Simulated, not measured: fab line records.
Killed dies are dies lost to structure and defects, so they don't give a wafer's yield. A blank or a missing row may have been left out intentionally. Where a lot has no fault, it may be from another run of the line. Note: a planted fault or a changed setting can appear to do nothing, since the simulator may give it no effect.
Lot-split experiment	flow n5 finfet	21 wafers read across 7 lots, on a route 1938 steps long

## ON THE SPLIT
At N5_BEOL_M4_COAT_62 (time 60 s, resist thk 12 nm), the setting spin rpm was moved away from the recipe's 1500 rpm on 9 of the 21 wafers read, by -11.1% to +7.9%. This setting was run at the recipe's value on the other wafers.

## FROM THE SPLIT TO THE READING: what the file shows between them, 5 steps
- N5_BEOL_M4_COAT_73: time 60 s, resist thk 5 nm (also split here: spin rpm)
- N5_BEOL_M4_COAT_05: resist thk 30 nm
- N5_BEOL_M4_EBR_07
- N5_BEOL_M4_DESCUM_16: chemistry O2, time 7 s
- N5_BEOL_M4_ETCH_74: etches underlayer in N2/H2, target depth 6.5 nm, time 5.2 s

## THE READING
etch.depth nm (the simulator's own value, which no gauge read), in nm, at N5_BEOL_M4_ETCH_63 (etches SiARC in CF4, target depth 15.6 nm, time 26 s). No usual value for it is given in the file. Across the 12 wafers here that went through the recipe, the average is 11.99 nm and the standard deviation 0.022 nm.

wafer	tool, chamber at the split	spin rpm as run, rpm	against the recipe	etch.depth nm, nm	against lot-mates on the recipe
L078.2	litho track-05, 0	1500	recipe	12.01	-
L078.3	litho track-05, 0	1500	recipe	12.01	-
L078.5	litho track-05, 0	1500	recipe	12	-
L076.1	litho track-01, 0	1618	+7.9%	11.52	-0.47
L076.3	litho track-01, 0	1500	recipe	11.99	-
L076.4	litho track-01, 0	1618	+7.9%	11.57	-0.42
L080.4	litho track-05, 0	1500	recipe	12.03	-
L080.5	litho track-05, 0	1500	recipe	12.02	-
L080.6	litho track-05, 0	1500	recipe	12	-
L090.3	litho track-03, 0	1550	+3.3%	11.81	no lot-mate on the recipe
L090.4	litho track-03, 0	1550	+3.3%	11.82	no lot-mate on the recipe
L090.5	litho track-03, 0	1550	+3.3%	11.8	no lot-mate on the recipe
L091.1	litho track-03, 0	1333	-11.1%	12.73	+0.74
L091.3	litho track-03, 0	1500	recipe	11.99	-
L091.4	litho track-03, 0	1333	-11.1%	12.71	+0.72
L093.4	litho track-01, 0	1500	recipe	11.96	-
L093.5	litho track-01, 0	1500	recipe	11.95	-
L093.6	litho track-01, 0	1500	recipe	11.98	-
L095.1	litho track-01, 0	1435	-4.3%	12.29	+0.30
L095.4	litho track-01, 0	1500	recipe	11.99	-
L095.5	litho track-01, 0	1435	-4.3%	12.3	+0.31

FIT RESULTS
A straight line over all 21 wafers: etch.depth nm changes by -0.0624 nm for each +1% of spin rpm; r = -1.00; the points scatter about the line by 0.026 nm.
The same after taking each lot's own level away (the mean of its wafers on the recipe; 18 wafers): -0.0628 nm for each +1%; r = -1.00; scatter 0.023 nm.
On that fit, the largest move of spin rpm shifts the reading by 0.7 nm.
The lots' own levels span 11.963 to 12.017 nm, that is 2.4 times the standard deviation above.
So the lot-to-lot level changes the slope little: the two slopes agree.
Check: for one of the wafers moved furthest among these (-11.1%), held out of the fit, the line's prediction against its lot-mates is +0.699 nm. It came out at +0.74 nm against them.

## THESE WAFERS: OTHER SPLITS
Other splits were also applied to these wafers ahead of the reading. Each is held against what the fit with the lots' levels taken away leaves over:
other split on the same wafers	wafers away from the commonest value	r with etch.depth nm (lot level and that fit taken away)
N5_HKMG_FIN_COAT_06 spin rpm	9	-0.31
N5_GATE_CUT_CUT_ETCH_54 icp w	5	+0.34
N5_GATE_CUT_ALD_22 ald cycles	8	-0.12
N5_MOL_CONTACT_COAG_ETCH_67 source w	8	+0.19
N5_BEOL_M0_ETCH_138 source w	6	+0.07
N5_BEOL_M0_ETCH_109 bias w	9	-0.52
N5_BEOL_M3_ETCH_64 time s	4	+0.07
N5_BEOL_M3_COAT_67 spin rpm	7	+0.25
N5_BEOL_M4_COAT_73 spin rpm	11	+0.01

## THE WHOLE CHAIN: every reading that the file lists as answering this split, in the file's order
step	what it does	reading	change (the file's fit)	r (the file's)
N5_BEOL_M4_COAT_62	time 60 s, resist thk 12 nm	SiARC_of_BEOL_M4_COAT_62.thk nm (the simulator's own value, which no gauge read)	-0.0631 nm for each +1% of the setting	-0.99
N5_BEOL_M4_ETCH_63	etches SiARC in CF4, target depth 15.6 nm, time 26 s	etch.depth nm (the simulator's own value, which no gauge read)	-0.0632 nm for each +1% of the setting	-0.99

## FILE'S OWN FIT
etch.depth nm changes by -0.0632 nm for each +1% of spin rpm, r = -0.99.
